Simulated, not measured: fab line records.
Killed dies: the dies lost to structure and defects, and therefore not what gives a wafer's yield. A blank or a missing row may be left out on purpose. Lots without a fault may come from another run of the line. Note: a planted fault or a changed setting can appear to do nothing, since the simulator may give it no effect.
Which tool was responsible? :: flow nandHarc :: Sampling: 6 lots, 18 wafers, 5 of 1302 route steps

== WHAT EACH GAUGE READ, for each wafer ==
NHARC_END_SORT_01.
lot: L340
measured: day 24 22:54
on: prober-01
defectLimitedYield (%): 92.8 91.6 92.0

lot: L357
measured: day 31 09:43
on: prober-02
defectLimitedYield (%): 87.0 90.1 0

== WHICH TOOL RAN EACH LOT (tool, then ch and the chambers of the sampled wafers, then the start) ==
lot: L340
NHARC_P_M2_PVD_21: pvdSputter-01, day 6 15:07
NHARC_A_BONDPAD_CMP_19: cmp-02 ch 0,2,3, day 23 14:11
NHARC_THIN_TSV_STRIP_62: plasmaAsher-02 ch 0,1, day 24 09:02
NHARC_THIN_TSV_CMP_21: cmp-02 ch 0,1,2, day 24 10:44

lot: L343
NHARC_P_M2_PVD_21: pvdSputter-01, day 7 16:10
NHARC_A_BONDPAD_CMP_19: cmp-01 ch 0,2,3, day 24 05:44
NHARC_THIN_TSV_STRIP_62: plasmaAsher-01 ch 0,1, day 24 21:07
NHARC_THIN_TSV_CMP_21: cmp-01 ch 0,1,2, day 24 22:46

lot: L346
NHARC_P_M2_PVD_21: pvdSputter-02, day 8 22:38
NHARC_A_BONDPAD_CMP_19: cmp-02 ch 1,2, day 25 22:20
NHARC_THIN_TSV_STRIP_62: plasmaAsher-01 ch 0,1, day 26 16:43
NHARC_THIN_TSV_CMP_21: cmp-03 ch 0,2, day 26 18:24

lot: L348
NHARC_P_M2_PVD_21: pvdSputter-02, day 10 01:11
NHARC_A_BONDPAD_CMP_19: cmp-04 ch 1,3, day 27 03:28
NHARC_THIN_TSV_STRIP_62: plasmaAsher-02 ch 0,1, day 27 22:52
NHARC_THIN_TSV_CMP_21: cmp-01 ch 1,2, day 28 00:32

lot: L350
NHARC_P_M2_PVD_21: pvdSputter-03, day 10 19:34
NHARC_A_BONDPAD_CMP_19: cmp-04 ch 1,2,3, day 27 18:14
NHARC_THIN_TSV_STRIP_62: plasmaAsher-01 ch 0,1, day 28 09:58
NHARC_THIN_TSV_CMP_21: cmp-02 ch 2,3, day 28 11:41

lot: L357
NHARC_P_M2_PVD_21: pvdSputter-01, day 13 08:43
NHARC_A_BONDPAD_CMP_19: cmp-04 ch 0,3, day 30 03:16
NHARC_THIN_TSV_STRIP_62: plasmaAsher-01 ch 0, day 30 20:24
NHARC_THIN_TSV_CMP_21: cmp-02 ch 2,3, day 30 22:06
- NHARC_P_M2_PVD_21: deposits Cu, target thk 30 nm, time 20.49 s.
- NHARC_A_BONDPAD_CMP_19: polishes, t overpolish 30 s, cu recess touch 16 s, target thk 169.82 nm.
- NHARC_THIN_TSV_STRIP_62: strips in N2/H2, time 20 s.
- NHARC_THIN_TSV_CMP_21: polishes, t overpolish 30 s, target thk 2000 nm.

== THE ANSWER, worked out from the rows above alone ==
Rule: usual is defined by the lots themselves. The widest of any qualifying gaps counts: lots, ordered by their means at a reading, are off when they make up no more than a third of the lots, leave a main group of 4 or more, and stand apart from it by 3 or more times the standard deviation of that group's means. Not used: any main group whose means are identical at the precision the tables above print for the reading. Also off: a lot with no number at a reading for which 4 or more lots have one. Any other lot the step has rows for is counted as sound.
Nothing can be told from this: no lot is off at any reading shown.

== WHAT THE SIMULATOR HAD INSERTED ==
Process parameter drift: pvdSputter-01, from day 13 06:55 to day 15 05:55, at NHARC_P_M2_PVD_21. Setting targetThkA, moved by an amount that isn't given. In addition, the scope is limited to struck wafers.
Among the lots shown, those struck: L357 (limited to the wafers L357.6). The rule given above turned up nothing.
